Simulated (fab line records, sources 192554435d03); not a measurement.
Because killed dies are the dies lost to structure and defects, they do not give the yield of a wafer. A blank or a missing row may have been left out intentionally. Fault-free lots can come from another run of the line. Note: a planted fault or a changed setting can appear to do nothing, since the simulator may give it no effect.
Matching of chambers || flow n5-finfet || N5_MOL_CONTACT_COAG_ETCHBACK_132 on rie-diel-04 has 4 sister chambers
The step etches SiO2 in CHF3, target depth 10 nm, time 6.7 s. 4 wafers are shown with their chamber, then 10 later ones without.

EACH WAFER AND ITS CHAMBER
{"wafer": "L088.3", "chamber": 2, "rf-vpp-V (V)": 543}
{"wafer": "L088.6", "chamber": 3, "rf-vpp-V (V)": 497}
{"wafer": "L090.2", "chamber": 0, "rf-vpp-V (V)": 528}
{"wafer": "L090.4", "chamber": 1, "rf-vpp-V (V)": 547}

WAFERS WITHOUT THEIR CHAMBER
{"wafer": "L090.5", "rf-vpp-V (V)": 496}
{"wafer": "L091.1", "rf-vpp-V (V)": 531}
{"wafer": "L091.2", "rf-vpp-V (V)": 548}
{"wafer": "L091.4", "rf-vpp-V (V)": 497}
{"wafer": "L092.1", "rf-vpp-V (V)": 528}
{"wafer": "L092.4", "rf-vpp-V (V)": 547}
{"wafer": "L092.6", "rf-vpp-V (V)": 528}
{"wafer": "L095.2", "rf-vpp-V (V)": 528}
{"wafer": "L095.3", "rf-vpp-V (V)": 542}
{"wafer": "L095.5", "rf-vpp-V (V)": 528}

WHICH CHAMBER EACH WENT THROUGH
{"wafer": "L090.5", "from the rows above": 3, "in truth": 3}
{"wafer": "L091.1", "from the rows above": 0, "in truth": 0}
{"wafer": "L091.2", "from the rows above": 1, "in truth": 1}
{"wafer": "L091.4", "from the rows above": 3, "in truth": 3}
{"wafer": "L092.1", "from the rows above": 0, "in truth": 0}
{"wafer": "L092.4", "from the rows above": 1, "in truth": 1}
{"wafer": "L092.6", "from the rows above": 0, "in truth": 0}
{"wafer": "L095.2", "from the rows above": 0, "in truth": 0}
{"wafer": "L095.3", "from the rows above": 2, "in truth": 2}
{"wafer": "L095.5", "from the rows above": 0, "in truth": 0}
Correct placement for 10 of the 10. From these rows, 0 cannot be placed. Number placed wrongly: 0.
How it was worked out, from the rows above alone: a wafer's distance from a chamber is the root of the sum, over the readings, of the square of ((its reading less the chamber's mean) divided by the reading's scatter). If the next closest chamber is less than 2 further off than the closest, the wafer can't be placed; otherwise it belongs to the closest. A chamber's mean is the mean of its shown wafers. The scatter (one wafer shown for each chamber): square how far every hidden wafer sits from the nearest shown wafer, average those squares and take the square root.
